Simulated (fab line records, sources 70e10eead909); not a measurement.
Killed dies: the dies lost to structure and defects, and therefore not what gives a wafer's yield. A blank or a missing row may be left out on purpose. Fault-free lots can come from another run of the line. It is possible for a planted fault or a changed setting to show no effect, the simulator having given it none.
fab line records + flow nand-harc
[record]
- lots = 12
- wafers = 36
- last-day = 32
route steps=1302 shown A_WL_FILL@953 A_CONTACT@983
lots with no fault: from the same line, run without faults
start-h: the number of hours between the record's first day and the start of the first shown wafer of the lot + wait-h: hours elapsed since this lot's preceding step + " identical to the entry in the row above + L1.1+2: one row covering several wafers at once + - no value, or no start given + * or withheld: withheld + < > ~ a bound
route shown NAME@n: names a module that has steps shown in the file, with the first one's number in the route + usual: the fault-free wafers' mean and standard deviation + same: alike in all rows + chamber/n: place in a boat + sites: per-site readings + _std_site: the standard deviation of these + _edge_site: the outer-site mean with the inner-site mean subtracted + radius-mm: for every site, how far away it sits from the centre of the wafer + mask NAME#n: copy n + behind: tool/chamber where the wafer was last shaped + hold: the reason the lot was held/the length of the hold in hours/how it ended + device: the transistor (n, p or np) that didn't switch + end of line: the route-end tests of the same wafers + step lacking rows: just its recipe + killed: dies that structure and defects cost at the first sort, which is not the same as the wafer's yield + map: the dies of a wafer, with x for killed, . for not killed, _ for no die there
set.NAME: the setting as run; set.NAME@STEP: as run at that earlier step + model.NAME: the simulator's own value behind a step, which no gauge read
the route's steps for a sample of lots (tables are steps, rows are wafers)
services: from which hour (start-h, from the record's first day; less than 0 if before it) a tool's chamber was out of use, for how many hours, and why
[[steps]]
[step NHARC_A_WL_FILL_RTA_01]
[recipe]
- temp-c = 1000
- time-s = 5
[usual]
- anneal-temp-c-max = 1004.7/1.2
- lamp-power-pct = 34.0/0.77
- lamp_zone_2_pct = 34.0/0.77
- wafer_temp_C_max = 1005.4/1.8
[same]
- time-s = 5
| lot.wafer | tool          | chamber | start-h | wait-h | anneal-temp-c-max | lamp-power-pct | lamp_zone_2_pct | wafer_temp_C_max |
|-----------|---------------|---------|---------|--------|-------------------|----------------|-----------------|------------------|
| L993.2    | rtp-anneal-02 | 0       | 473.67  | -      | 1006.0            | 34.4           | 34.4            | 1005.7           |
| L993.3    | "             | 0       | "       | "      | 1005.9            | 34.4           | 34.4            | 1007.8           |
| L993.6    | "             | 0       | "       | "      | 1005.3            | 34.3           | 34.4            | 1006.1           |
| L992.1    | rtp-anneal-02 | 0       | 473.81  | 0.3    | 1005.5            | 34.4           | 34.5            | 1004.5           |
| L992.5    | "             | 0       | "       | "      | 1005.4            | 34.4           | 34.4            | 1007.4           |
| L992.6    | "             | 0       | "       | "      | 1006.4            | 34.4           | 34.5            | 1004.3           |
| L994.2    | rtp-anneal-02 | 0       | 491.29  | -      | 1004.1            | 34.3           | 34.3            | 1006.4           |
| L994.4    | "             | 0       | "       | "      | 1004.3            | 34.4           | 34.4            | 1005.9           |
| L994.6    | "             | 0       | "       | "      | 1007.5            | 34.4           | 34.4            | 1005.5           |
| L996.1    | rtp-anneal-02 | 0       | 494.44  | -      | 1006.1            | 34.5           | 34.5            | 1005.3           |
| L996.4    | "             | 0       | "       | "      | 1005.5            | 34.4           | 34.5            | 1006.7           |
| L996.5    | "             | 0       | "       | "      | 1005.2            | 34.5           | 34.5            | 1005.3           |
| L995.1    | rtp-anneal-02 | 0       | 511.82  | -      | 1004.6            | 34.4           | 34.5            | 1007.7           |
| L995.5    | "             | 0       | "       | "      | 1005.5            | 34.4           | 34.5            | 1004.8           |
| L995.6    | "             | 0       | "       | "      | 1006.5            | 34.4           | 34.5            | 1007.8           |
| L999.1    | rtp-anneal-02 | 0       | 528.91  | -      | 1004.2            | 34.5           | 34.4            | 1005.8           |
| L999.3    | "             | 0       | "       | "      | 1004.5            | 34.4           | 34.4            | 1007.4           |
| L999.4    | "             | 0       | "       | "      | 1003.1            | 34.4           | 34.4            | 1007.8           |
| L100.1    | rtp-anneal-02 | 0       | 529.07  | -      | 1005.0            | 34.4           | 34.5            | 1006.0           |
| L100.2    | "             | 0       | "       | "      | 1004.8            | 34.4           | 34.4            | 1005.7           |
| L100.3    | "             | 0       | "       | "      | 1003.0            | 34.5           | 34.4            | 1007.3           |
| L107.3    | rtp-anneal-02 | 0       | 601.90  | -      | 1004.9            | 34.4           | 34.4            | 1006.2           |
| L107.4    | "             | 0       | "       | "      | 1004.8            | 34.5           | 34.5            | 1004.8           |
| L107.5    | "             | 0       | "       | "      | 1004.8            | 34.5           | 34.5            | 1005.7           |
| L110.1    | rtp-anneal-02 | 0       | 649.14  | -      | 1006.2            | 34.5           | 34.4            | 1008.0           |
| L110.2    | "             | 0       | "       | "      | 1005.0            | 34.4           | 34.4            | 1008.5           |
| L110.4    | "             | 0       | "       | "      | 1005.9            | 34.4           | 34.4            | 1006.5           |
| L109.1    | rtp-anneal-02 | 0       | 653.90  | -      | 1004.3            | 34.4           | 34.4            | 1006.1           |
| L109.3    | "             | 0       | "       | "      | 1005.6            | 34.4           | 34.4            | 1005.9           |
| L109.4    | "             | 0       | "       | "      | 1006.6            | 34.4           | 34.4            | 1005.9           |
| L112.3    | rtp-anneal-02 | 0       | 670.40  | -      | 1005.0            | 34.5           | 34.4            | 1008.2           |
| L112.5    | "             | 0       | "       | "      | 1006.0            | 34.5           | 34.5            | 1005.2           |
| L112.6    | "             | 0       | "       | "      | 1004.9            | 34.4           | 34.5            | 1007.6           |
| L114.4    | rtp-anneal-01 | 0       | 674.64  | -      | 1003.1            | 32.7           | 32.7            | 1002.9           |
| L114.5    | "             | 0       | "       | "      | 1003.1            | 32.8           | 32.6            | 1001.8           |
| L114.6    | "             | 0       | "       | "      | 1002.7            | 32.7           | 32.7            | 1002.2           |
[step NHARC_A_WL_FILL_CVD_20]
[recipe]
- target-thk-a = 1000
- temp-c = 400
- pressure-torr = 40
- wf6-flow-sccm = 40
- h2-flow-sccm = 1600
- ar-flow-sccm = 1560
- time-s = 74
- material = W
[usual]
- heater-power-w = 909/130
- mfc-h2-sccm = 1600/4.8
- susceptor-temp-C = 400.02/0.19
- throttle-valve-pct = 8.0/0.31
[same]
- time-s = 74
| lot.wafer | tool     | chamber | start-h | wait-h | heater-power-w | mfc-h2-sccm | susceptor-temp-C | throttle-valve-pct |
|-----------|----------|---------|---------|--------|----------------|-------------|------------------|--------------------|
| L992.1    | cvd-w-01 | 0       | -       | -      | 1041           | 1599        | -                | 8.2                |
| L992.5    | "        | 0       | "       | "      | 1039           | 1601        | -                | 7.5                |
| L992.6    | "        | 1       | "       | "      | 930            | 1607        | -                | 8.0                |
| L993.2    | cvd-w-02 | 1       | -       | -      | 823            | 1599        | 399.95           | 8.6                |
| L993.3    | "        | 0       | "       | "      | 794            | 1596        | 399.49           | 7.5                |
| L993.6    | "        | 1       | "       | "      | 812            | 1598        | 400.01           | 8.3                |
| L994.2    | cvd-w-02 | 0       | -       | -      | 801            | 1597        | 400.07           | 7.7                |
| L994.4    | "        | 0       | "       | "      | 802            | 1597        | 400.31           | 7.6                |
| L994.6    | "        | 1       | "       | "      | 797            | 1596        | 399.88           | 8.6                |
| L996.1    | cvd-w-01 | 1       | -       | -      | 925            | 1606        | -                | 8.1                |
| L996.4    | "        | 1       | "       | "      | 905            | 1604        | -                | 7.9                |
| L996.5    | "        | 0       | "       | "      | 1055           | 1599        | -                | 7.9                |
| L995.1    | cvd-w-02 | 1       | -       | -      | 796            | 1598        | 400.25           | 8.5                |
| L995.6    | "        | 1       | "       | "      | 820            | 1602        | 400.26           | 8.4                |
| L995.5    | "        | 0       | "       | "      | 800            | 1605        | 400.25           | 8.0                |
| L999.1    | cvd-w-02 | 1       | -       | -      | 821            | 1603        | -                | 8.4                |
| L999.3    | "        | 1       | "       | "      | 812            | 1600        | -                | 8.3                |
| L999.4    | "        | 0       | "       | "      | 785            | 1591        | -                | 7.6                |
| L100.1    | cvd-w-02 | 1       | -       | -      | 841            | 1609        | 399.87           | 8.5                |
| L100.2    | "        | 0       | "       | "      | 805            | 1586        | 400.07           | 7.7                |
| L100.3    | "        | 0       | "       | "      | 767            | 1590        | 399.81           | 7.9                |
| L107.4    | cvd-w-01 | 1       | -       | -      | 895            | 1593        | 400.21           | 8.2                |
| L107.3    | "        | 0       | "       | "      | 1080           | 1608        | 400.38           | 7.9                |
| L107.5    | "        | 1       | "       | "      | 923            | 1597        | 400.19           | 8.1                |
| L110.1    | cvd-w-01 | 0       | -       | -      | 1099           | 1596        | 399.95           | 7.9                |
| L110.2    | "        | 0       | "       | "      | 1124           | 1599        | 400.07           | 8.0                |
| L110.4    | "        | 0       | "       | "      | 1113           | 1605        | 399.93           | 7.9                |
| L109.1    | cvd-w-02 | 1       | -       | -      | 786            | 1603        | -                | 8.3                |
| L109.3    | "        | 1       | "       | "      | 809            | 1599        | -                | 8.0                |
| L109.4    | "        | 0       | "       | "      | 782            | 1601        | -                | 7.8                |
| L114.4    | cvd-w-01 | 1       | -       | -      | 938            | 1599        | -                | 8.1                |
| L114.5    | "        | 0       | "       | "      | 1087           | 1604        | -                | 8.0                |
| L114.6    | "        | 1       | "       | "      | 922            | 1601        | -                | 8.1                |
| L112.3    | cvd-w-01 | 1       | -       | -      | 888            | 1605        | 399.77           | 8.0                |
| L112.6    | "        | 1       | "       | "      | 920            | 1599        | 399.95           | 7.9                |
| L112.5    | "        | 0       | "       | "      | 1107           | 1594        | 400.10           | 8.1                |
[step NHARC_A_WL_FILL_CMP_12]
[recipe]
- t-overpolish-s = 30
- target-thk-nm = 100
[usual]
- motor-current-A = 12.3/1
- overpolish-run-s = 30.001/0.008
- time-to-endpoint-s = 19.1/2.4
| lot.wafer | tool   | chamber | start-h | wait-h | motor-current-A | overpolish-run-s | time-to-endpoint-s |
|-----------|--------|---------|---------|--------|-----------------|------------------|--------------------|
| L992.1    | cmp-04 | 0       | 491.41  | 0.2    | 10.9            | 30.011           | 19.6               |
| L992.5    | "      | 3       | "       | "      | 12.0            | 30.015           | 22.9               |
| L992.6    | "      | 0       | "       | "      | 10.9            | 30.006           | 22.6               |
| L993.3    | cmp-02 | 0       | 494.50  | 0.1    | 14.0            | 30.000           | 19.9               |
| L993.2    | "      | 1       | "       | "      | 11.9            | 30.003           | 21.3               |
| L993.6    | "      | 0       | "       | "      | 13.2            | 30.001           | 24.0               |
| L994.4    | cmp-01 | 2       | 513.11  | 0.1    | 13.4            | 30.009           | 17.6               |
| L994.2    | "      | 3       | "       | "      | 11.4            | 30.005           | 18.4               |
| L994.6    | "      | 2       | "       | "      | 13.6            | 30.009           | 20.3               |
| L996.4    | cmp-04 | 2       | 513.18  | 0.1    | 14.1            | 30.016           | 19.0               |
| L996.1    | "      | 0       | "       | "      | 10.7            | 30.004           | 19.6               |
| L996.5    | "      | 2       | "       | "      | 13.0            | 29.997           | 19.1               |
| L995.1    | cmp-04 | 0       | 529.32  | 0.2    | 10.9            | 30.013           | 16.0               |
| L995.5    | "      | 2       | "       | "      | 13.3            | 30.003           | 18.1               |
| L995.6    | "      | 3       | "       | "      | 11.9            | 30.005           | 19.5               |
| L999.4    | cmp-02 | 0       | 545.94  | 0.1    | 13.5            | 29.991           | 21.4               |
| L999.1    | "      | 1       | "       | "      | 11.4            | 30.010           | 21.8               |
| L999.3    | "      | 3       | "       | "      | 11.3            | 30.000           | 20.4               |
| L100.2    | cmp-04 | 1       | 549.59  | 0.1    | 11.8            | 30.009           | 21.5               |
| L100.3    | "      | 2       | "       | "      | 13.2            | 30.005           | 21.3               |
| L100.1    | "      | 0       | "       | "      | 11.3            | 30.002           | 18.9               |
| L107.3    | cmp-01 | 3       | 619.14  | 0.1    | 11.8            | 29.993           | 15.2               |
| L107.4    | "      | 0       | "       | "      | 12.9            | 30.000           | 17.4               |
| L107.5    | "      | 3       | "       | "      | 11.8            | 30.007           | 17.7               |
| L110.1    | cmp-01 | 2       | 666.49  | 0.3    | 13.5            | 29.991           | 13.7               |
| L110.2    | "      | 0       | "       | "      | 12.7            | 30.000           | 16.9               |
| L110.4    | "      | 1       | "       | "      | 13.5            | 29.997           | 14.6               |
| L109.3    | cmp-02 | 2       | 673.20  | 0.1    | 13.0            | 29.997           | 19.2               |
| L109.1    | "      | 0       | "       | "      | 13.6            | 30.003           | 19.4               |
| L109.4    | "      | 1       | "       | "      | 12.3            | 30.010           | 16.8               |
| L114.4    | cmp-02 | 1       | 691.75  | 0.2    | 12.2            | 29.996           | 15.6               |
| L114.5    | "      | 2       | "       | "      | 13.0            | 30.007           | 17.5               |
| L114.6    | "      | 3       | "       | "      | 10.7            | 30.009           | 19.6               |
| L112.3    | cmp-04 | 2       | 691.88  | 0.2    | 13.0            | 29.995           | 19.4               |
| L112.6    | "      | 3       | "       | "      | 11.8            | 30.008           | 21.8               |
| L112.5    | "      | 0       | "       | "      | 10.5            | 30.011           | 20.7               |
[step NHARC_A_CONTACT_DEP_24]
[recipe]
- target-thk-a = 5000
- temp-c = 400
- pressure-torr = 6.5
- rf-w = 900
- teos-flow-sccm = 161.4
- flow-sccm = 2650
- target-thk-nm = 500
- gas = O2
- material = SiO2
[usual]
- heater-power-w = 552/71
- rf-fwd-power-W = 898.4/2.6
- susceptor-temp-C = 400.00/0.26
- throttle-valve-pct = 16.0/0.66
| lot.wafer | tool     | chamber | start-h | wait-h | heater-power-w | rf-fwd-power-W | susceptor-temp-C | throttle-valve-pct |
|-----------|----------|---------|---------|--------|----------------|----------------|------------------|--------------------|
| L992.1    | pecvd-04 | 2       | 492.06  | 0.2    | 520            | 894.1          | 400.17           | 16.6               |
| L992.5    | "        | 0       | "       | "      | 637            | 898.9          | 400.39           | 15.9               |
| L992.6    | "        | 2       | "       | "      | 549            | 892.7          | 399.82           | 16.5               |
| L993.2    | pecvd-02 | 0       | 495.10  | 0.1    | 541            | 898.1          | 400.17           | 15.8               |
| L993.3    | "        | 1       | "       | "      | 509            | 901.2          | 400.15           | 16.3               |
| L993.6    | "        | 1       | "       | "      | 561            | 901.0          | 399.98           | 16.4               |
| L994.2    | pecvd-01 | 0       | 513.64  | 0.1    | 433            | 894.6          | 400.09           | 16.3               |
| L994.6    | "        | 0       | "       | "      | 461            | 895.7          | 399.98           | 16.0               |
| L994.4    | "        | 2       | "       | "      | 494            | 901.9          | 400.10           | 14.8               |
| L996.1    | pecvd-02 | 2       | 513.97  | 0.3    | 611            | 899.1          | 399.82           | 16.2               |
| L996.4    | "        | 2       | "       | "      | 463            | 893.6          | 400.29           | 16.6               |
| L996.5    | "        | 0       | "       | "      | 567            | 897.3          | 400.14           | 15.6               |
| L995.1    | pecvd-04 | 1       | 529.83  | 0.1    | 570            | 898.7          | 400.43           | 14.9               |
| L995.5    | "        | 1       | "       | "      | 598            | 898.6          | 400.13           | 15.1               |
| L995.6    | "        | 2       | "       | "      | 555            | 899.2          | 399.70           | 16.7               |
| L999.3    | pecvd-04 | 2       | 546.49  | 0.1    | 542            | 1002.5         | 400.24           | 16.5               |
| L999.1    | "        | 1       | "       | "      | 608            | 1007.6         | 399.64           | 15.2               |
| L999.4    | "        | 0       | "       | "      | 630            | 1009.8         | 400.06           | 15.7               |
| L100.3    | pecvd-04 | 1       | 550.15  | 0.1    | 559            | 1006.0         | 399.88           | 15.1               |
| L100.1    | "        | 2       | "       | "      | 554            | 1003.6         | 400.42           | 16.5               |
| L100.2    | "        | 0       | "       | "      | 501            | 1001.2         | 400.18           | 15.7               |
| L107.3    | pecvd-04 | 0       | 619.83  | 0.2    | 659            | 898.6          | 400.14           | 16.3               |
| L107.4    | "        | 1       | "       | "      | 629            | 901.7          | 400.43           | 15.4               |
| L107.5    | "        | 2       | "       | "      | 641            | 899.1          | 399.58           | 17.0               |
| L110.2    | pecvd-01 | 1       | 667.02  | 0.1    | 501            | 899.0          | 399.83           | 17.1               |
| L110.1    | "        | 2       | "       | "      | 551            | 894.3          | 399.89           | 14.7               |
| L110.4    | "        | 0       | "       | "      | 354            | 896.9          | 399.92           | 16.2               |
| L109.3    | pecvd-04 | 0       | 673.79  | 0.1    | 615            | 895.2          | 399.95           | 15.4               |
| L109.1    | "        | 2       | "       | "      | 722            | 902.0          | 400.37           | 16.1               |
| L109.4    | "        | 2       | "       | "      | 732            | 899.9          | 400.65           | 16.3               |
| L114.4    | pecvd-02 | 0       | 692.39  | 0.3    | 566            | 898.5          | 399.45           | 15.9               |
| L114.6    | "        | 1       | "       | "      | 576            | 898.3          | 400.09           | 15.7               |
| L114.5    | "        | 2       | "       | "      | 434            | 897.3          | 399.57           | 16.9               |
| L112.3    | pecvd-04 | 0       | 692.48  | 0.2    | 529            | 897.3          | 399.80           | 15.7               |
| L112.5    | "        | 1       | "       | "      | 603            | 895.7          | 399.54           | 14.6               |
| L112.6    | "        | 2       | "       | "      | 671            | 898.3          | 400.39           | 16.3               |
[[services]]
| tool     | chamber | start-h | hours | kind   |
|----------|---------|---------|-------|--------|
| cvd-w-02 | -       | 450.00  | 13.0  | pm     |
| pecvd-04 | -       | 450.00  | 13.0  | pm     |
| pecvd-02 | -       | 450.17  | 0.5   | repair |
| pecvd-02 | -       | 491.29  | 1.2   | repair |
| pecvd-04 | 0       | 495.91  | 13.2  | repair |
| cmp-01   | -       | 496.30  | 4.0   | pm     |
| cmp-04   | -       | 503.00  | 4.0   | pm     |
| pecvd-04 | 2       | 517.87  | 4.0   | repair |
| cmp-02   | -       | 518.57  | 2.6   | repair |
| cmp-02   | -       | 526.60  | 4.0   | pm     |
| cmp-02   | -       | 535.30  | 0.3   | repair |
| cvd-w-01 | -       | 547.00  | 13.0  | pm     |
| cmp-04   | -       | 560.48  | 2.8   | repair |
| cmp-01   | -       | 576.67  | 1.9   | repair |
| cmp-04   | -       | 583.31  | 3.7   | repair |
| cmp-01   | -       | 594.30  | 4.0   | pm     |
| cmp-04   | -       | 601.00  | 4.0   | pm     |
| pecvd-02 | -       | 612.69  | 13.0  | pm     |
| cvd-w-02 | 0       | 624.32  | 3.1   | repair |
| cmp-02   | -       | 624.60  | 4.0   | pm     |
| cvd-w-02 | -       | 631.00  | 13.0  | pm     |
| pecvd-04 | -       | 631.00  | 13.0  | pm     |
| cvd-w-02 | 0       | 652.54  | 12.4  | repair |
| cvd-w-01 | 1       | 664.81  | 9.3   | repair |
[[key]]
[first-sign]
- step = NHARC_A_CONTACT_DEP_24
- reading = rf-fwd-power-W
- direction = up
- sigmas = 41
- usual = *
- struck = *
effect none on later readings
met-at NHARC_A_CONTACT_DEP_24
struck-lots L999,L100
tester-left-out L999,L100
not-acting-at NHARC_A_WL_FILL_RTA_01,NHARC_A_WL_FILL_CVD_20,NHARC_A_WL_FILL_CMP_12
onset-between 529.83 546.49
[fault]
- kind = process-parameter-drift
- tool = pecvd-04
- chamber = -
- onset-h = 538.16
- steps = NHARC_A_CONTACT_DEP_24
- channel = rf-w
- offset = *
- shape = step
- end-h = 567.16
- acts-in = *
- stated = *
// tester-left-out: of these lots the tester's yield and bins aren't shown, on N5 and GAA mostly nor the transistor test; their killed dies are dies lost to structure and defects alone, not to doping, threshold or leakage, so they don't give the yield
